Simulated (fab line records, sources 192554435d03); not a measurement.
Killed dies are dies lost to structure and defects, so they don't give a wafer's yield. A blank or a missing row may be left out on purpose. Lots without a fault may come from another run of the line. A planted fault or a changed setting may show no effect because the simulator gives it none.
Chamber matching | flow n5_finfet | N5_BEOL_M11_DEP_56 on pecvd-04: 3 sister chambers
The step deposits SiCN from 3MS/NH3, target thk 30 nm, time 10.5 s. 6 wafers are shown with their chamber, then 10 later ones without.

WAFERS WITH THEIR CHAMBER
wafer  | chamber | showerhead_plenum_p_Torr (Torr) | throttle_valve_pct (%)
L088.4 | 0       | 4.149                           | 18.0
L088.5 | 2       | 4.145                           | 17.9
L089.2 | 2       | 4.148                           | 17.7
L089.5 | 1       | 4.163                           | 18.4
L090.1 | 1       | 4.171                           | 18.5
L090.2 | 0       | 4.145                           | 18.2

WAFERS WITHOUT THEIR CHAMBER
wafer  | showerhead_plenum_p_Torr (Torr) | throttle_valve_pct (%)
L090.3 | 4.145                           | 17.8
L090.4 | 4.178                           | 18.3
L090.5 | 4.156                           | 17.8
L090.6 | 4.148                           | 18.0
L094.1 | 4.149                           | 18.0
L094.5 | 4.145                           | 18.4
L094.6 | 4.165                           | 18.4
L095.2 | 4.165                           | 18.5
L095.3 | 4.136                           | 18.1
L095.4 | 4.147                           | 17.8

WHICH CHAMBER EACH WENT THROUGH
wafer  | from the rows above     | in truth
L090.3 | 2                       | 2
L090.4 | 1                       | 1
L090.5 | can't be placed: 2 or 0 | 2
L090.6 | can't be placed: 0 or 2 | 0
L094.1 | can't be placed: 0 or 2 | 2
L094.5 | 0                       | 0
L094.6 | 1                       | 1
L095.2 | 1                       | 1
L095.3 | can't be placed: 0 or 2 | 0
L095.4 | 2                       | 2
Placed correctly: 6 of 10. Can't be placed from these rows: 4 (the true chamber is among the candidates in 4). Placed wrongly: 0.
How it was worked out, from the rows above alone: a wafer's distance from a chamber is the root of the sum, over the readings, of the square of ((its reading less the chamber's mean) divided by the reading's scatter). The wafer belongs to the nearest chamber; if the next one is less than 2 further off, it can't be placed. A chamber's mean is the mean of its shown wafers. The scatter: the root of (the sum of the squares of (reading less its chamber's mean) over the shown wafers, divided by (wafers less chambers)).
